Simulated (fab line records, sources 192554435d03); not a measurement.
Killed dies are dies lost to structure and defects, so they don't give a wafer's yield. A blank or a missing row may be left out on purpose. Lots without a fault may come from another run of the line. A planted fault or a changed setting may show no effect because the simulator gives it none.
fab line records | flow n5_finfet
record lots=7 wafers=21
route steps=1938 shown BEOL_M4@1070 BEOL_M5@1142 BEOL_M6@1233 BEOL_M7@1280
start_h: hours from the record's first day to the start of the lot's first wafer shown | wait_h: hours since the lot's step before | " the same as in the row above | L1.1+2: a row that stands for several wafers | - no value, or no start given | * or withheld: withheld | < > ~ a bound
route shown NAME@n: a module of which the file shows steps, and the number in the route of the first | usual: mean/standard deviation of fault-free wafers | same: alike in all rows | chamber/n: place in a boat | sites: the reading at each site | _std_site: their standard deviation | _edge_site: outer sites' mean less inner sites' | radius_mm: how far each site lies from the wafer's centre | mask NAME#n: copy n | behind: the tool/chamber that last shaped the wafer | hold: why the lot was held/for how many hours/how that ended | device: the transistor (n, p or np) that didn't switch | end of line: the same wafers' tests at the end of the route | a step without rows: its recipe alone | killed: dies lost to structure and defects at the first sort, not the wafer's yield | map: a wafer's dies, x killed, . not, _ none there
set.NAME: the setting as run; set.NAME@STEP: as run at that earlier step | model.NAME: the simulator's own value behind a step, which no gauge read
lots whose settings were changed on purpose; a table a step, a row a wafer
## steps
# step N5_BEOL_M4_TRENCH_ETCH_37
# recipe chemistry=C4F6/O2 target_depth_a=555.55 target=SiOC time_s=29.2 ion_energy_ev=250 pressure_mtorr=30 source_w=355 bias_w=185 Ar_flow_sccm=300 C4F6_flow_sccm=10 O2_flow_sccm=10
# columns lot.wafer tool chamber start_h wait_h set.time_s model.etch.depth_nm model.BEOL_M4.feature_depth_nm
L075.2 rie_diel-02 3 - - 29.2 54.79 54.8
L075.3 " 1 " " 29.2 54.2 54.2
L075.6 " 3 " " 29.2 54.95 55
L083.1 rie_diel-02 1 - - 29.2 53.63 53.6
L083.4 " 0 " " 29.2 53.93 54
L083.5 " 1 " " 29.2 53.81 53.8
L087.2 rie_diel-02 1 - - 29.2 53.63 53.6
L087.3 " 0 " " 29.2 53.5 53.6
L087.6 " 0 " " 29.2 53.92 54
L086.3 rie_diel-06 2 - - 23.27 42.16 42.2
L086.5 " 0 " " 29.2 55.09 55
L086.6 " 3 " " 23.27 43.95 44
L091.2 rie_diel-02 0 - - 33.79 61.62 61.6
L091.3 " 3 " " 29.2 54.7 54.8
L091.5 " 1 " " 29.2 53.84 53.8
L093.2 rie_diel-03 2 - - 29.2 56.25 56.2
L093.5 " 0 " " 29.2 55.57 55.6
L093.6 " 1 " " 29.2 54.65 54.6
L095.2 rie_diel-06 2 - - 29.2 53.78 53.8
L095.3 " 1 " " 29.2 55.3 55.2
L095.6 " 3 " " 29.2 55.83 55.8
# step N5_BEOL_M4_ETCH_41
# recipe chemistry=CH3F/O2 target=SiCN target_depth_a=299 taper_deg=2 time_s=52.5 ion_energy_ev=120 mask_material=TiN pressure_mtorr=30 source_w=395 bias_w=75 Ar_flow_sccm=150 CH3F_flow_sccm=30 O2_flow_sccm=20
# step N5_BEOL_M4_STRIP_97
# recipe chemistry=N2/H2 time_s=10 power_w=450 temp_c=40 pressure_mtorr=20 rf_frequency_hz=6e+07 bias_power_w=7 n2_flow_sccm=200 h2_flow_sccm=200
# step N5_BEOL_M4_OCD_MEAS_38
# usual trench_depth_nm=54.7/1.1
# columns lot.wafer tool chamber start_h wait_h set.time_s@BEOL_M4_TRENCH_ETCH_37 trench_depth_nm
L075.2 ocd-02 - 181.04 - 29.2 54.4
L075.3 " - " " 29.2 54.9
L075.6 " - " " 29.2 55.5
L083.1 ocd-02 - 236.92 - 29.2 53.9
L083.4 " - " " 29.2 53.4
L083.5 " - " " 29.2 53.7
L087.2 ocd-02 - 240.84 - 29.2 53.2
L087.3 " - " " 29.2 53.4
L087.6 " - " " 29.2 54.0
L086.3 ocd-02 - 245.28 - 23.27 42.0
L086.5 " - " " 29.2 55.0
L086.6 " - " " 23.27 44.5
L091.2 ocd-02 - 281.25 - 33.79 61.5
L091.3 " - " " 29.2 54.4
L091.5 " - " " 29.2 54.1
L093.2 ocd-02 - 284.11 - 29.2 56.2
L093.5 " - " " 29.2 55.7
L093.6 " - " " 29.2 54.3
L095.2 ocd-01 - 307.19 - 29.2 54.2
L095.3 " - " " 29.2 55.6
L095.6 " - " " 29.2 56.4
# step N5_BEOL_M4_HM_STRIP_39
# recipe chemistry=peroxide_tin_strip material=TiN target_depth_a=250 temp_c=50 time_s=158
# step N5_BEOL_M4_SRD_40
# recipe time_s=30 temp_c=23 rinse_liquid=diw dry=ipa_marangoni
# step N5_BEOL_M4_ECD_50
# recipe material=Cu target_thk_a=3000
# step N5_BEOL_M4_ANNEAL_51
# recipe temp_c=225 time_s=90 ambient=N2
# step N5_BEOL_M4_CMP_52
# recipe stop_on=SiOC t_overpolish_s=6.8 down_force_psi=1 platen_rpm=50 clearing_platen_down_force_psi=1.5 clearing_platen_rpm=50 post_cmp_clean=cu_alkaline target_thk_nm=40 clearing_platen_pad_velocity_m_s=0.99484 pad_velocity_m_s=0.99484
# columns lot.wafer tool chamber start_h wait_h set.time_s@BEOL_M4_TRENCH_ETCH_37 model.Cu_of_BEOL_M4_ECD_50.thk_nm
L075.3 cmp-03 2 184.65 0.3 29.2 39.2
L075.2 " 0 " " 29.2 38
L075.6 " 3 " " 29.2 37.2
L083.1 cmp-04 0 240.36 0.3 29.2 37.2
L083.4 " 3 " " 29.2 38.2
L083.5 " 0 " " 29.2 36.2
L087.3 cmp-04 2 245.90 0.2 29.2 39.8
L087.2 " 3 " " 29.2 37.6
L087.6 " 2 " " 29.2 40.4
L086.3 cmp-01 3 249.12 0.2 23.27 27.4
L086.6 " 1 " " 23.27 29.2
L086.5 " 2 " " 29.2 41
L091.2 cmp-04 2 284.57 0.2 33.79 46.8
L091.3 " 3 " " 29.2 38.2
L091.5 " 2 " " 29.2 39
L093.2 cmp-01 2 287.45 0.2 29.2 40
L093.6 " 2 " " 29.2 38.4
L093.5 " 3 " " 29.2 38.8
L095.3 cmp-01 1 311.32 0.2 29.2 40.2
L095.2+6 " 3,0 " " 29.2 39
# step N5_BEOL_M4_THK_MEAS_53
# recipe thk_meas_gauge=xrf reads=Cu_of_BEOL_M4_ECD_50
# usual M4_THK=39.9/1.6
# columns lot.wafer tool chamber start_h wait_h set.time_s@BEOL_M4_TRENCH_ETCH_37 M4_THK[nm]
L075.2 film_metro-01 - 184.94 - 29.2 38.2
L075.3 " - " " 29.2 39.6
L075.6 " - " " 29.2 37.7
L083.1 film_metro-01 - 240.66 - 29.2 37.4
L083.4 " - " " 29.2 38.3
L083.5 " - " " 29.2 36.2
L087.2 film_metro-01 - 246.19 - 29.2 38.2
L087.3 " - " " 29.2 40.3
L087.6 " - " " 29.2 41.0
L086.3 film_metro-02 - 249.34 - 23.27 27.9
L086.5 " - " " 29.2 42.0
L086.6 " - " " 23.27 29.6
L091.2 film_metro-01 - 284.86 - 33.79 47.5
L091.3 " - " " 29.2 38.7
L091.5 " - " " 29.2 39.5
L093.2 film_metro-02 - 287.74 - 29.2 41.7
L093.5 " - " " 29.2 40.5
L093.6 " - " " 29.2 39.9
L095.2 film_metro-02 - 311.58 - 29.2 39.6
L095.3 " - " " 29.2 40.9
L095.6 " - " " 29.2 39.7
# step N5_BEOL_M4_PRE_CLEAN_60
# recipe gas=NH3/H2 time_s=15 temp_c=* rf_power_w=300
# step N5_BEOL_M4_CO_CAP_55
# recipe material=Co target_thk_a=20 temp_c=200 precursor=CCTBA/H2 pressure_torr=30 time_s=102.1
# step N5_BEOL_M4_PRE_CLEAN_56
# recipe gas=NH3 time_s=15 temp_c=withheld rf_power_w=300
# step N5_BEOL_M4_DEP_57
# recipe material=SiCN target_thk_a=80 temp_c=withheld precursor=3MS/NH3 pressure_torr=3 rf_w=202 time_s=14
# step N5_BEOL_M4_RS_MEAS_58
# recipe thk_meas_gauge=four-point-probe reads=Co_of_BEOL_M4_CO_CAP_55+Cu_of_BEOL_M4_ECD_50+Co_of_BEOL_M4_CVD_47+TaN_of_BEOL_M4_ALD_84
# usual M4_RS=0.69/0.032
# columns lot.wafer tool chamber start_h wait_h set.time_s@BEOL_M4_TRENCH_ETCH_37 M4_RS[ohm/sq]
L075.2 film_metro-01 - 185.20 0.1 29.2 0.71
L075.3 " - " " 29.2 0.69
L075.6 " - " " 29.2 0.73
L083.1 film_metro-02 - 240.92 0.0 29.2 0.74
L083.4 " - " " 29.2 0.71
L083.5 " - " " 29.2 0.76
L087.2 film_metro-02 - 246.45 0.1 29.2 0.72
L087.3 " - " " 29.2 0.67
L087.6 " - " " 29.2 0.66
L086.3 film_metro-01 - 249.60 0.1 23.27 1.10
L086.5 " - " " 29.2 0.64
L086.6 " - " " 23.27 1.01
L091.2 film_metro-01 - 285.13 0.1 33.79 0.55
L091.3 " - " " 29.2 0.71
L091.5 " - " " 29.2 0.69
L093.2 film_metro-01 - 288.00 0.1 29.2 0.67
L093.5 " - " " 29.2 0.70
L093.6 " - " " 29.2 0.70
L095.2 film_metro-01 - 311.84 0.1 29.2 0.69
L095.3 " - " " 29.2 0.67
L095.6 " - " " 29.2 0.69
# step N5_BEOL_M5_COAT_22
# recipe resist=CAR-EUV spin_rpm=1500 resist_thk_nm=30
# columns lot.wafer tool chamber start_h wait_h set.spin_rpm model.CAR-EUV_of_BEOL_M5_COAT_22.thk_nm
L075.2 litho_track-05 0 - - 1564 29.4
L075.3+6 " 0 " " 1500 30
L083.1+5 litho_track-05 0 - - 1500 30.2
L083.4 " 0 " " 1453 30.6
L087.2 litho_track-05 0 - - 1500 30.2
L087.3+6 " 0 " " 1384 31.4
L086.3+5+6 litho_track-01 0 - - 1500 30
L091.2+5 litho_track-01 0 - - 1559 29.4
L091.3 " 0 " " 1500 30
L093.2+6 litho_track-05 0 - - 1500 30
L093.5 " 0 " " 1500 29.8
L095.2+3+6 litho_track-05 0 - - 1500 30
# step N5_BEOL_M5_EBR_24
# recipe solvent=PGMEA ebr_width_mm=1.5
# step N5_BEOL_M5_SOFTBAKE_23
# recipe temp_c=110 time_s=60 resist=CAR-EUV
# step N5_BEOL_M5_EXPOSE_25
# recipe mask_id=V4 na=0.33 source_shape=quasar sigma_inner=0.2 sigma_outer=0.6 polarization=unpolarized defocus_nm=10 dose_mj=52.75
# step N5_BEOL_M5_PEB_26
# recipe peb_temp_c=100 peb_time_s=60 resist=CAR-EUV
# step N5_BEOL_M5_DEVELOP_27
# recipe develop_time_s=30 developer=TMAH resist=CAR-EUV rinse_liquid=surfactant_rinse dry=air_spin dev_temp_c=23
# columns lot.wafer tool chamber start_h wait_h set.spin_rpm@BEOL_M5_COAT_22 model.CAR-EUV_of_BEOL_M5_COAT_22.thk_nm
L075.2 litho_track-01 0 - - 1564 29
L075.3+6 " 0 " " 1500 29.6
L083.1+5 litho_track-03 0 - - 1500 29.6
L083.4 " 0 " " 1453 30.2
L087.2 litho_track-05 0 - - 1500 29.6
L087.3+6 " 0 " " 1384 31
L086.3+5+6 litho_track-05 0 - - 1500 29.6
L091.2+5 litho_track-01 0 - - 1559 29
L091.3 " 0 " " 1500 29.4
L093.2 litho_track-05 0 - - 1500 29.6
L093.5+6 " 0 " " 1500 29.4
L095.2+3+6 litho_track-05 0 - - 1500 29.6
# step N5_BEOL_M6_ETCH_66
# recipe chemistry=N2/H2 target=SOC target_depth_a=800 overetch_a=160 mask_material=SiARC temp_c=40 time_s=120 ion_energy_ev=200 pressure_mtorr=30 source_w=840 bias_w=150 n2_flow_sccm=200 h2_flow_sccm=200
# usual rf_vpp_V=524.0/2.1
# columns lot.wafer tool chamber start_h wait_h set.source_w rf_vpp_V model.SiARC_of_BEOL_M6_COAT_64.thk_nm
L075.2 rie_diel-03 3 202.46 0.0 840 524.4 6.4
L075.3 " 0 " " 968.1 503.3 5.8
L075.6 " 3 " " 840 525.0 6.4
L083.1 rie_diel-03 2 261.51 0.0 840 526.1 6.4
L083.4 " 3 " " 840 524.4 6.4
L083.5 " 0 " " 781.7 539.7 6.6
L087.2 rie_diel-03 3 264.44 0.0 840 523.7 6.4
L087.3 " 0 " " 840 527.1 6.4
L087.6 " 3 " " 840 524.3 6.4
L086.3 rie_diel-03 2 268.76 0.0 694.4 559.3 7
L086.5 " 0 " " 694.4 562.0 6.8
L086.6 " 1 " " 840 524.3 6.4
L091.2 rie_diel-03 2 305.81 0.0 794.8 534.5 6.6
L091.3 " 1 " " 794.8 532.9 6.6
L091.5 " 2 " " 840 524.2 6.4
L093.2 rie_diel-02 1 312.90 0.0 840 522.6 6.8
L093.5 " 0 " " 706.5 555.0 7.2
L093.6 " 3 " " 706.5 557.0 7.2
L095.2 rie_diel-06 1 332.56 0.0 840 520.5 6.4
L095.3 " 3 " " 840 522.5 6.4
L095.6 " 0 " " 840 522.7 6.6
# step N5_BEOL_M6_TRENCH_ETCH_37
# recipe chemistry=C4F6/O2 target_depth_a=944.35 target=SiCOH_lowk time_s=31.5 ion_energy_ev=250 pressure_mtorr=30 source_w=345 bias_w=185 Ar_flow_sccm=300 C4F6_flow_sccm=10 O2_flow_sccm=10
# usual rf_vpp_V=667/13
# columns lot.wafer tool chamber start_h wait_h set.source_w rf_vpp_V
L075.2 rie_diel-03 3 - - 345 659
L075.3 " 0 " " 345 677
L075.6 " 3 " " 345 658
L083.1 rie_diel-03 2 - - 363.9 640
L083.4 " 3 " " 363.9 639
L083.5 " 0 " " 345 677
L087.2 rie_diel-03 3 - - 345 659
L087.3 " 0 " " 301.6 727
L087.6 " 3 " " 345 657
L086.3 rie_diel-03 2 - - 345 658
L086.5 " 0 " " 325.6 699
L086.6 " 1 " " 325.6 710
L091.2 rie_diel-03 2 - - 345 659
L091.3 " 1 " " 345 688
L091.5 " 2 " " 345 659
L093.2 rie_diel-02 1 - - 345 664
L093.5 " 0 " " 345 660
L093.6 " 3 " " 345 660
L095.2 rie_diel-06 1 - - 345 687
L095.3 " 3 " " 345 665
L095.6 " 0 " " 345 654
# step N5_BEOL_M6_ETCH_41
# recipe chemistry=CH3F/O2 target=SiCN target_depth_a=297 taper_deg=2 time_s=52 ion_energy_ev=120 mask_material=TiN pressure_mtorr=30 source_w=395 bias_w=75 Ar_flow_sccm=150 CH3F_flow_sccm=30 O2_flow_sccm=20
# step N5_BEOL_M6_STRIP_80
# recipe chemistry=N2/H2 time_s=10 power_w=450 temp_c=40 pressure_mtorr=20 rf_frequency_hz=6e+07 bias_power_w=7 n2_flow_sccm=200 h2_flow_sccm=200
# step N5_BEOL_M6_OCD_MEAS_38
# usual trench_depth_nm=93.4/1.7
# columns lot.wafer tool chamber start_h wait_h set.source_w@BEOL_M6_TRENCH_ETCH_37 trench_depth_nm
L075.2 ocd-02 - 202.82 - 345 95.3
L075.3 " - " " 345 94.2
L075.6 " - " " 345 95.5
L083.1 ocd-02 - 261.86 - 363.9 97.0
L083.4 " - " " 363.9 97.0
L083.5 " - " " 345 94.5
L087.2 ocd-02 - 264.79 - 345 96.0
L087.3 " - " " 301.6 89.1
L087.6 " - " " 345 94.9
L086.3 ocd-02 - 269.11 - 345 95.5
L086.5 " - " " 325.6 91.3
L086.6 " - " " 325.6 91.8
L091.2 ocd-01 - 306.16 - 345 94.7
L091.3 " - " " 345 93.9
L091.5 " - " " 345 93.7
L093.2 ocd-01 - 313.25 - 345 90.4
L093.5 " - " " 345 91.1
L093.6 " - " " 345 91.2
L095.2 ocd-01 - 332.90 - 345 93.2
L095.3 " - " " 345 93.7
L095.6 " - " " 345 94.6
# step N5_BEOL_M6_HM_STRIP_39
# recipe chemistry=peroxide_tin_strip material=TiN target_depth_a=250 temp_c=50 time_s=158
# step N5_BEOL_M6_SRD_40
# recipe time_s=30 temp_c=23 rinse_liquid=diw dry=ipa_marangoni
# step N5_BEOL_M6_ANNEAL_51
# recipe temp_c=225 time_s=90 ambient=N2
# step N5_BEOL_M6_CMP_52
# recipe stop_on=SiCOH_lowk t_overpolish_s=6.9 down_force_psi=1 platen_rpm=50 clearing_platen_down_force_psi=1.5 clearing_platen_rpm=50 post_cmp_clean=cu_alkaline target_thk_nm=80 clearing_platen_pad_velocity_m_s=0.99484 pad_velocity_m_s=0.99484
# step N5_BEOL_M6_THK_MEAS_53
# recipe thk_meas_gauge=xrf reads=Cu_of_BEOL_M6_ECD_50
# usual M6_THK=80.4/2.1
# columns lot.wafer tool chamber start_h wait_h set.source_w@BEOL_M6_TRENCH_ETCH_37 M6_THK[nm]
L075.2 film_metro-02 - 206.60 - 345 83.0
L075.3 " - " " 345 82.0
L075.6 " - " " 345 81.4
L083.1 film_metro-02 - 264.16 - 363.9 86.3
L083.4 " - " " 363.9 85.8
L083.5 " - " " 345 81.3
L087.2 film_metro-02 - 267.54 - 345 83.9
L087.3 " - " " 301.6 76.0
L087.6 " - " " 345 82.3
L086.3 film_metro-02 - 271.56 - 345 82.2
L086.5 " - " " 325.6 78.6
L086.6 " - " " 325.6 77.3
L091.2 film_metro-02 - 309.06 - 345 83.2
L091.3 " - " " 345 84.1
L091.5 " - " " 345 82.3
L093.2 film_metro-02 - 315.66 - 345 79.2
L093.5 " - " " 345 79.9
L093.6 " - " " 345 78.3
L095.2 film_metro-01 - 336.35 - 345 80.0
L095.3 " - " " 345 83.0
L095.6 " - " " 345 81.6
# step N5_BEOL_M6_PRE_CLEAN_55
# recipe gas=NH3 time_s=15 temp_c=withheld rf_power_w=300
# step N5_BEOL_M6_DEP_56
# recipe material=SiCN target_thk_a=100 temp_c=withheld precursor=3MS/NH3 pressure_torr=3 rf_w=202 time_s=17.5
# step N5_BEOL_M6_RS_MEAS_57
# recipe thk_meas_gauge=four-point-probe reads=Cu_of_BEOL_M6_ECD_50+Co_of_BEOL_M6_CVD_78+TaN_of_BEOL_M6_ALD_77
# usual M6_RS=0.291/0.0089
# columns lot.wafer tool chamber start_h wait_h set.source_w@BEOL_M6_TRENCH_ETCH_37 M6_RS[ohm/sq]
L075.2 film_metro-01 - 206.73 0.1 345 0.279
L075.3 " - " " 345 0.285
L075.6 " - " " 345 0.286
L083.1 film_metro-01 - 264.29 0.1 363.9 0.272
L083.4 " - " " 363.9 0.272
L083.5 " - " " 345 0.290
L087.2 film_metro-02 - 267.67 0.1 345 0.280
L087.3 " - " " 301.6 0.314
L087.6 " - " " 345 0.284
L086.3 film_metro-01 - 271.70 0.1 345 0.285
L086.5 " - " " 325.6 0.300
L086.6 " - " " 325.6 0.303
L091.2 film_metro-01 - 309.19 0.1 345 0.282
L091.3 " - " " 345 0.282
L091.5 " - " " 345 0.287
L093.2 film_metro-02 - 315.79 0.1 345 0.301
L093.5 " - " " 345 0.296
L093.6 " - " " 345 0.303
L095.2 film_metro-02 - 336.48 0.1 345 0.291
L095.3 " - " " 345 0.279
L095.6 " - " " 345 0.284
# step N5_BEOL_M7_ETCH_61
# recipe chemistry=CF4 target=SiARC target_depth_a=455 mask_material=CAR-ArF time_s=75.8 ion_energy_ev=80 pressure_mtorr=40 source_w=545 bias_w=36 Ar_flow_sccm=100 cf4_flow_sccm=100 ends=cleared
# usual etch_rf_on_time_s=75.9/1.9 rf_vpp_V=184.2/0.97
# columns lot.wafer tool chamber start_h wait_h set.source_w etch_rf_on_time_s rf_vpp_V
L075.2 rie_diel-01 0 210.02 0.0 545 74.3 185.0
L075.3 " 1 " " 545 75.6 184.6
L075.6 " 3 " " 612.8 69.3 175.6
L083.1 rie_diel-01 3 266.67 0.0 545 77.5 182.7
L083.4 " 1 " " 594 70.2 178.5
L083.5 " 0 " " 594 68.9 177.2
L087.2 rie_diel-04 1 270.02 0.0 545 75.0 185.2
L087.3 " 2 " " 630.3 64.3 173.2
L087.6 " 0 " " 545 75.7 185.7
L086.3 rie_diel-01 3 274.37 0.0 545 76.8 182.5
L086.5 " 1 " " 461.6 87.8 193.2
L086.6 " 0 " " 461.6 85.4 194.1
L091.2 rie_diel-04 3 311.10 0.0 545 77.3 184.8
L091.3 " 2 " " 545 73.4 183.9
L091.5 " 0 " " 545 74.6 184.7
L093.2 rie_diel-04 2 318.89 0.0 452.6 87.4 196.6
L093.5 " 1 " " 545 72.4 184.6
L093.6 " 2 " " 452.6 87.0 195.7
L095.2 rie_diel-01 3 340.23 0.0 545 78.2 183.7
L095.3 " 0 " " 545 74.7 184.5
L095.6 " 3 " " 545 77.4 182.7
## key
split step=N5_BEOL_M4_TRENCH_ETCH_37 setting=time_s stated=29.2 by=wafer
response step=N5_BEOL_M4_TRENCH_ETCH_37 reading=model.etch.depth_nm change=+0.546 per=1% r=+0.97
response step=N5_BEOL_M4_TRENCH_ETCH_37 reading=model.BEOL_M4.feature_depth_nm change=+0.54 per=1% r=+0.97
response step=N5_BEOL_M4_OCD_MEAS_38 reading=trench_depth_nm change=+0.534 per=1% r=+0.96
response step=N5_BEOL_M4_CMP_52 reading=model.Cu_of_BEOL_M4_ECD_50.thk_nm change=+0.587 per=1% r=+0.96
response step=N5_BEOL_M4_THK_MEAS_53 reading=M4_THK change=+0.607 per=1% r=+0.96
response step=N5_BEOL_M4_RS_MEAS_58 reading=M4_RS change=-0.0164 per=1% r=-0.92
split step=N5_BEOL_M5_COAT_22 setting=spin_rpm stated=1500 by=wafer
response step=N5_BEOL_M5_COAT_22 reading=model.CAR-EUV_of_BEOL_M5_COAT_22.thk_nm change=-0.15 per=1% r=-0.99
response step=N5_BEOL_M5_DEVELOP_27 reading=model.CAR-EUV_of_BEOL_M5_COAT_22.thk_nm change=-0.163 per=1% r=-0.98
split step=N5_BEOL_M6_ETCH_66 setting=source_w stated=840 by=wafer
response step=N5_BEOL_M6_ETCH_66 reading=rf_vpp_V change=-1.9 per=1% r=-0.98
response step=N5_BEOL_M6_ETCH_66 reading=model.SiARC_of_BEOL_M6_COAT_64.thk_nm change=-0.0309 per=1% r=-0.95
split step=N5_BEOL_M6_TRENCH_ETCH_37 setting=source_w stated=345 by=wafer
response step=N5_BEOL_M6_TRENCH_ETCH_37 reading=rf_vpp_V change=-6.04 per=1% r=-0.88
response step=N5_BEOL_M6_OCD_MEAS_38 reading=trench_depth_nm change=+0.527 per=1% r=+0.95
response step=N5_BEOL_M6_THK_MEAS_53 reading=M6_THK change=+0.629 per=1% r=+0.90
response step=N5_BEOL_M6_RS_MEAS_57 reading=M6_RS change=-0.00275 per=1% r=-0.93
split step=N5_BEOL_M7_ETCH_61 setting=source_w stated=545 by=wafer
response step=N5_BEOL_M7_ETCH_61 reading=etch_rf_on_time_s change=* per=1% r=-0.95
response step=N5_BEOL_M7_ETCH_61 reading=rf_vpp_V change=-0.714 per=1% r=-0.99
